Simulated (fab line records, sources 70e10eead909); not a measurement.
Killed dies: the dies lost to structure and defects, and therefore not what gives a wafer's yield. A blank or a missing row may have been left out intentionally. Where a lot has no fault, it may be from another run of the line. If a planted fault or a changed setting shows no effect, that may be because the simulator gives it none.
Comparing a struck lot with a sound one + flow nandHarc + 18 steps out of a route of 1159
Sound: wafers L331.4, L331.5, L331.6. Wafers struck: L339.1, L339.4, L339.5. The cause is given at the end.
For every step that has rows: the tool of each side, followed by ch and its chambers, followed by its first start. Under that, the readings that differ: sound wafers + struck wafers + difference of the means + sigmas: that difference in standard deviations of wafers without a fault.
alike: readings with means less than 2 such deviations apart, plus words and numbers identical on both sides. not compared: withheld readings, readings lacking a value on some wafer, bounds such as >300 that could conceal the same value, and numbers that have no deviation in the record and whose values overlap.
The two part at a step that has a row with sigmas, a row that says differs or no value, or rows on one side only. Numbers that have no deviation but don't overlap get no sigmas and don't part them. A reading missing from all wafers of one side parts the sides only when that side holds two or more wafers.

first, 1 step without rows for these wafers: NHARC_P_ZERO_WELL_HARDBAKE_12 (time 65 s).
NHARC_P_ZERO_WELL_DESCUM_13: chemistry O2, time 3 s.
  sound on rieDiel-08 ch 0,3, day 2 07:17; struck on rieDiel-07 ch 0,1,3, day 4 07:28
  alike: drypumpMotorCurrentA, oesProductAu, rfVppV, showerheadPlenumPTorr, throttleValvePct
  not compared: rfHoursCounterH
NHARC_P_ZERO_WELL_ETCH_65: etches the open film in N2/H2, target depth 80 nm, overetch 24 nm, time 87.88 s.
  sound on rieDiel-08 ch 1,2,3, day 2 07:23; struck on rieDiel-07 ch 2,3, day 4 07:32
  alike: drypumpMotorCurrentA, oesProductAu, rfVppV, showerheadPlenumPTorr, throttleValvePct
  not compared: rfHoursCounterH
NHARC_P_ZERO_WELL_ETCH_62: etches the open film in CHF3/Ar, target depth 13 nm, time 6.5 s.
  sound: rieDiel-08 ch 0,2,3; struck: rieDiel-07 ch 1,2,3
| reading             | sound             | struck            | difference | sigmas |
|---------------------|-------------------|-------------------|------------|--------|
| oesProductAu (a.u.) | 0.931 0.912 0.935 | 0.951 0.983 0.959 | +0.038     | +2     |
  alike: drypumpMotorCurrentA, rfVppV, showerheadPlenumPTorr, throttleValvePct
  not compared: rfHoursCounterH
NHARC_P_ZERO_WELL_ETCH_63: etches the open film in HBr/Cl2, target depth 120 nm, time 40.1 s.
  sound on rieSi-03 ch 0,2,3, day 2 07:34; struck on rieSi-03 ch 0,3, day 4 07:43
  alike: drypumpMotorCurrentA, oesProductAu, throttleValvePct
  not compared: rfHoursCounterH
then, 7 steps without rows for these wafers: NHARC_P_ZERO_WELL_STRIP_15 (strips in SPM, time 900 s); NHARC_P_ZERO_WELL_DEHYDRATE_16 (time 120 s); NHARC_P_ZERO_WELL_HMDS_17 (time 30 s); NHARC_P_ZERO_WELL_COAT_18; NHARC_P_ZERO_WELL_SOFTBAKE_19 (time 95 s); NHARC_P_ZERO_WELL_EBR_20; NHARC_P_ZERO_WELL_EXPOSE_21 (exposes mask P NWELL, target cd 720 nm).
NHARC_P_ZERO_WELL_PEB_22: peb time 85 s.
  sound on lithoTrack-03 ch 0, day 2 08:23; struck on lithoTrack-03 ch 0, day 4 08:27
| reading               | sound                | struck               | difference | sigmas |
|-----------------------|----------------------|----------------------|------------|--------|
| heaterPowerTotalW (W) | 164.16 163.96 163.68 | 154.33 154.36 153.95 | -9.72      | -35    |
| plateTempC (C)        | 117.96 118.02 118.17 | 112.50 112.56 112.71 | -5.46      | -39    |
  alike: exhaustPa
then, 1 step without rows for these wafers: NHARC_P_ZERO_WELL_DEVELOP_23 (time 70 s).
NHARC_P_ZERO_WELL_CD_MEAS_24: target cd 720 nm.
  sound on cdSem-01 ch 0, day 2 08:28; struck on cdSem-02 ch 0, day 4 08:32
| reading   | sound             | struck            | difference | sigmas |
|-----------|-------------------|-------------------|------------|--------|
| cdNm (nm) | 724.5 721.4 720.9 | 712.0 712.6 712.8 | -9.8       | -4     |
then, 1 step without rows for these wafers: NHARC_P_ZERO_WELL_HARDBAKE_25 (time 80 s).
NHARC_P_ZERO_WELL_DESCUM_26: chemistry O2, time 3 s.
  sound on rieDiel-08 ch 0,2,3, day 2 08:40; struck on rieDiel-08 ch 1,3, day 4 08:43
| reading                     | sound         | struck          | difference | sigmas |
|-----------------------------|---------------|-----------------|------------|--------|
| model.P_ZERO_WELL.cdNm (nm) | 724 721 721.3 | 711.9 712 712.1 | -10.1      |        |
  alike: drypumpMotorCurrentA, oesProductAu, rfVppV, showerheadPlenumPTorr, throttleValvePct
  not compared: rfHoursCounterH
then, 1 step without rows for these wafers: NHARC_P_ZERO_WELL_IMPLANT_27.

== WHERE THEY PART ==
Earliest at NHARC_P_ZERO_WELL_ETCH_62; latest, in this record, at NHARC_P_ZERO_WELL_CD_MEAS_24. Later steps at which nothing parts them and some readings are alike: NHARC_P_ZERO_WELL_DESCUM_26.

WHY: what the simulator had put in
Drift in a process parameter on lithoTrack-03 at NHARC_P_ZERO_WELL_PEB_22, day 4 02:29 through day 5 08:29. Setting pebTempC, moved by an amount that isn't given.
